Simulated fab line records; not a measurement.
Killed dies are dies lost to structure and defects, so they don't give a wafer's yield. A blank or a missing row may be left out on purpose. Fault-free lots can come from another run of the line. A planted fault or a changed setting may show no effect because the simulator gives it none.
A single fault, viewed from 2 desks + flow nand-harc + numbers are kept per desk, each desk with only its own; the story behind them comes last

== DESK OF THE TOOL OWNER: arfi-scanner-02 ==
The tool's own readings at NHARC_A_M0_EXPOSE_06 (exposes mask A M0, target cd 80 nm): means of the sampled wafers that have a number, for each lot that ran on this tool. The brackets show how far a lot's mean lies from the usual mean; more than 4 standard deviations puts the lot out of limits, marked OUT.
Columns: A = exposure-dose-mJ-cm2 at NHARC_A_M0_EXPOSE_06, usual 83.7
| lot  | first seen here | A               |
|------|-----------------|-----------------|
| L994 | day 22 18:10    | 83.2            |
| L998 | day 23 22:42    | 83.3            |
| L999 | day 25 10:37    | 83.0            |
| L112 | day 29 21:57    | 129.5 (+66) OUT |
| L113 | day 30 02:32    | 121.2 (+54) OUT |
This desk finds L112, L113 out of limits, L112 being first, at day 29 21:57 (exposure-dose-mJ-cm2 at NHARC_A_M0_EXPOSE_06). L994, L998, L999: within limits.

== THE METROLOGY DESK ==
What the gauges read for every lot (on any tool): the sampled wafers with a number, averaged. The brackets show how far a lot's mean lies from the usual mean; more than 4 standard deviations puts the lot out of limits, marked OUT.
Columns: A = cd-nm at NHARC_A_M0_CD_MEAS_09, usual 80.4 nm
| lot  | first seen here | A               |
|------|-----------------|-----------------|
| L994 | day 22 18:19    | 80.2            |
| L995 | day 22 19:05    | 80.4            |
| L997 | day 23 07:51    | 79.7            |
| L996 | day 23 09:45    | 79.8            |
| L998 | day 23 22:50    | 81.1            |
| L999 | day 25 10:45    | 80.3            |
| L103 | day 26 04:01    | 80.2            |
| L105 | day 27 18:54    | 81.4            |
| L107 | day 27 19:59    | 80.6            |
| L106 | day 28 03:23    | 80.7            |
| L109 | day 28 16:25    | 79.5            |
| L108 | day 28 20:08    | 79.7            |
| L112 | day 29 22:05    | 110.1 (+38) OUT |
| L113 | day 30 02:40    | 105.2 (+32) OUT |
This desk finds L112, L113 out of limits, L112 being first, at day 29 22:05 (cd-nm at NHARC_A_M0_CD_MEAS_09). L994, L995, L997, L996, L998, L999, L103, L105, L107, L106, L109, L108: within limits.

== PUT TOGETHER ==
An alarm could have come from the tool owner's desk at day 29 21:57, on L112, L113.
On L112, L113, the metrology desk was in a position to raise an alarm at day 29 22:05.
All the named lots went through NHARC_A_M0_EXPOSE_06 on arfi-scanner-02.

== WHAT THE SIMULATOR HAD INSERTED ==
Drift in process parameters on arfi-scanner-02 at NHARC_A_M0_EXPOSE_06, starting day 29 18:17. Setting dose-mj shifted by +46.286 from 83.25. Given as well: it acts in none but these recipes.
Shown lots that were struck: L112, L113.
Fault start to first reading out of limits, in hours, per desk: tool owner, 4; metrology, 4.
